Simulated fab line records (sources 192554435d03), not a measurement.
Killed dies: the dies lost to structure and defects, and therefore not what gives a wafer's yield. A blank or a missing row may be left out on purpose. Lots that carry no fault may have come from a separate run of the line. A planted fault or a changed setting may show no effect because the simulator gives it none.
Which of the tools did it? + flow n5 finfet + 8 lots, 21 wafers sampled, at 4 steps of a route of 1938

## WHAT THE GAUGES READ, wafer by wafer
N5_BEOL_M2_OCD_MEAS_38.
| lot  | measured     | on     | trench depth nm (nm) |
|------|--------------|--------|----------------------|
| L560 | day 9 02:09  | ocd-02 | 54.7 56.4            |
| L562 | day 9 05:43  | ocd-02 | 38.2 56.4            |
| L565 | day 9 13:49  | ocd-02 | 37.9 56.3            |
| L569 | day 11 01:14 | ocd-01 | 55.9 56.3 54.0       |
| L572 | day 11 21:50 | ocd-01 | 53.9 57.8 56.3       |
| L574 | day 12 03:21 | ocd-02 | 56.8 54.2 56.1       |
| L576 | day 12 13:07 | ocd-01 | 54.3 56.2 54.2       |
| L577 | day 12 20:37 | ocd-01 | 56.7 55.6 56.5       |

## EACH LOT AND THE TOOL THAT RAN IT (in order: tool; ch and the chambers of the sampled wafers; start)
| lot  | N5_BEOL_M2_ETCH_70                 | N5_BEOL_M2_STRIP_36                | N5_BEOL_M2_TRENCH_ETCH_37          |
|------|------------------------------------|------------------------------------|------------------------------------|
| L560 | rie diel-04 ch 0,3, day 9 01:47    | rie diel-04 ch 0,3, day 9 01:57    | rie diel-04 ch 0,3, day 9 01:59    |
| L562 | rie diel-04 ch 0,1, day 9 05:22    | rie diel-04 ch 0,1, day 9 05:31    | rie diel-04 ch 0,1, day 9 05:34    |
| L565 | rie diel-04 ch 1, day 9 13:27      | rie diel-04 ch 1, day 9 13:37      | rie diel-04 ch 1, day 9 13:40      |
| L569 | rie diel-03 ch 1,2, day 11 00:53   | rie diel-03 ch 1,2, day 11 01:03   | rie diel-03 ch 1,2, day 11 01:05   |
| L572 | rie diel-03 ch 1,2,3, day 11 21:29 | rie diel-03 ch 1,2,3, day 11 21:39 | rie diel-03 ch 1,2,3, day 11 21:41 |
| L574 | rie diel-03 ch 1,2,3, day 12 02:59 | rie diel-03 ch 1,2,3, day 12 03:09 | rie diel-03 ch 1,2,3, day 12 03:11 |
| L576 | rie diel-03 ch 0,1,2, day 12 12:45 | rie diel-03 ch 0,1,2, day 12 12:55 | rie diel-03 ch 0,1,2, day 12 12:58 |
| L577 | rie diel-04 ch 0,3, day 12 20:15   | rie diel-04 ch 0,3, day 12 20:25   | rie diel-04 ch 0,3, day 12 20:27   |
- N5_BEOL_M2_ETCH_70: etches SOC in N2/H2, target depth 80 nm, overetch 24 nm, time 130 s.
- N5_BEOL_M2_STRIP_36: strips in N2/H2.
- N5_BEOL_M2_TRENCH_ETCH_37: etches SiOC in C4F6/O2, target depth 55.555 nm, time 29.2 s.

## THE ANSWER, worked out from the rows above alone
Rule: usual is defined by the lots themselves. Put in order of their means at a reading, lots are off if they are a third of the lots or fewer, leave a main group of 4 or more, and stand apart from it by a gap of 3 or more times the standard deviation of the main group's means; of several such gaps the widest counts. A main group whose means are all the same, to the digits that the tables above print for the reading, isn't used. Also off: a lot with no number at a reading for which 4 or more lots have one. Where the step has rows for the other lots, those lots are counted as sound.
Off at N5_BEOL_M2_OCD_MEAS_38 (trench depth nm): L562, L565. For the main group the mean is 55.6 nm and the standard deviation 0.44.
If a tool, at a process step before that reading, ran all the lots that are off and no sound lot after the first of them, it fits. Gauges at N5_BEOL_M2_OCD_MEAS_38: tried the same way as those tools. Of those tried, none fits.

## WHAT THE SIMULATOR PUT IN
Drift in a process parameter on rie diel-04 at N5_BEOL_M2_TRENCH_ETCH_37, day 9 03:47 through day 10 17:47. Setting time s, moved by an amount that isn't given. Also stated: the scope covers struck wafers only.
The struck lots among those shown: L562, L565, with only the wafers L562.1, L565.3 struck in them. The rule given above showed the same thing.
